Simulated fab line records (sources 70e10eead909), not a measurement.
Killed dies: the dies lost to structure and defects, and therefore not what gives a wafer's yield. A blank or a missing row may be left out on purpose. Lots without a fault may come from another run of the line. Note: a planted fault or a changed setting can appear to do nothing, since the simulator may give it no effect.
Problem report in the 8D (eight disciplines) form, filled by code | flow nand_harc | the parts of the form that need people (team, actions taken, sign-off) are left out

## 1. THE PROBLEM
thk_nm at NHARC_A_ONON_D1_THK_MEAS_02 reads a mean of 943 nm on 9 wafers of 3 lots; wafers without a fault read 1000 nm with a standard deviation of 9.3. Relative to the usual mean, that is a shift of -6.1 standard deviations.
The step: measures by ellipsometry.
The first sign was on wafer L625.4 at day 11 13:08, on film_metro-01. The record has a number at this step for 45 wafers belonging to 15 lots. The rule behind "out" and "out of limits": a value lying over 4 standard deviations away from the usual mean. The other wafers with a number count as sound.

## 2. WHAT IT IS AND WHAT IT IS NOT
question                    | is                           | is not
which readings at this step | thk_nm                       | -
which lots                  | L625, L626, L627             | L609, L610, L611, L612, L613, L614, L615, L617, L618, L621, L624, L632
which wafers of those lots  | all that have a number       | -
read on which gauges        | film_metro-01, film_metro-02 | -
when                        | from day 11 13:08            | up to then (30 sound wafers); but 6 sound wafers of L624, L632 came after

## 3. WHAT RULES OUT EACH SUSPECT
Counting: a tool at any process step up to the reading remains a suspect when it ran all the lots that are out and ran no sound lot after the first of those.
- the gauge at NHARC_A_ONON_D1_THK_MEAS_02: ruled out. The wafers that are out were read on 2 gauges (film_metro-01, film_metro-02).
- pecvd_onon-02 at NHARC_A_ONON_D1_DEP_00 (target thk 1000 nm): kept. All lots that are out passed through it, beginning with L625 at day 11 12:47, and no sound lot followed; its final sound lot before that point was L621 at day 10 19:55.
After counting, what remains is pecvd_onon-02 at NHARC_A_ONON_D1_DEP_00.

## 4. THE CAUSE (what the simulator had put in)
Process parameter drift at NHARC_A_ONON_D1_DEP_00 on pecvd_onon-02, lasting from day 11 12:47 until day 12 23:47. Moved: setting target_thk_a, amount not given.
After counting, this tool was the only one left.

## 5. THE CHAIN OF EFFECTS, in route order
Each row: a reading where the mean over the struck wafers with a number is more than 3 standard deviations away from the usual. Only readings for which the record gives a usual standard deviation are gone through. hours: the time from each lot's start at the first step in this table that gives one to its start at this step, as a median over the lots. sigmas: the change in usual standard deviations.
hours | step                        | reading | usual   | on struck wafers | change | sigmas
0     | NHARC_A_ONON_D1_THK_MEAS_02 | thk_nm  | 1000 nm | 943              | -57    | -6.1

## 6. WHAT WOULD HAVE CAUGHT IT SOONER
Counted from the fault's start at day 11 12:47, it took 0 hours until the first out-of-limits reading at a measuring or inspecting step in this record, taken at day 11 13:08.
An alarm limit of 4 standard deviations would not have fired on the tool readings at NHARC_A_ONON_D1_DEP_00 for which the record gives a usual standard deviation, since none of them was out on any struck wafer.
Of the lots that are out (3), L627 began NHARC_A_ONON_D1_DEP_00 on pecvd_onon-02 after day 11 13:08. Putting the tool on hold at that point would have spared it.
